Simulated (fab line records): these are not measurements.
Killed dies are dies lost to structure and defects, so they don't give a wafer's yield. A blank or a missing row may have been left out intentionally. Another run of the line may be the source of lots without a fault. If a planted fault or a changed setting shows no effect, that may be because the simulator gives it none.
Matching of chambers -- flow n5_finfet -- N5_BEOL_M4_ILD_DEP_00 on pecvd-03: 3 sister chambers
The step deposits SiOC from DEMS/O2, target thk 79 nm, time 15.3 s. 6 wafers are shown with their chamber, then 12 later ones without.

WAFERS, EACH WITH ITS CHAMBER
wafer,chamber,throttle_valve_pct (%),heater_power_w (W)
L084.6,0,12.8,514
L086.4,2,10.9,521
L086.5,1,12.8,379
L089.3,0,12.9,489
L089.4,2,11.1,510
L089.6,1,12.9,407

WAFERS WITHOUT THEIR CHAMBER
wafer,throttle_valve_pct (%),heater_power_w (W)
L090.2,12.5,422
L090.4,12.7,484
L090.6,12.8,414
L095.1,12.8,500
L095.3,11.3,525
L095.5,11.4,540
L096.1,12.6,422
L096.2,10.9,480
L096.3,12.6,433
L097.2,11.1,519
L097.4,11.0,523
L097.6,12.8,426

WHICH CHAMBER EACH ONE RAN IN
wafer,from the rows above,in truth
L090.2,1,1
L090.4,0,0
L090.6,1,1
L095.1,0,0
L095.3,2,2
L095.5,2,2
L096.1,1,1
L096.2,2,2
L096.3,can't be placed: 1 or 0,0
L097.2,2,2
L097.4,2,2
L097.6,1,1
11 of 12 placed correctly. Can't be placed from these rows: 1 (the true chamber is among the candidates in 1). Wrongly placed: 0.
How it was worked out, from the rows above alone: a wafer's distance from a chamber is the root of the sum, over the readings, of the square of ((its reading less the chamber's mean) divided by the reading's scatter). If the next closest chamber is less than 2 further off than the closest, the wafer can't be placed; otherwise it belongs to the closest. For every chamber, the mean is computed from those of its wafers that are shown. The scatter: the root of (the sum of the squares of (reading less its chamber's mean) over the shown wafers, divided by (wafers less chambers)).
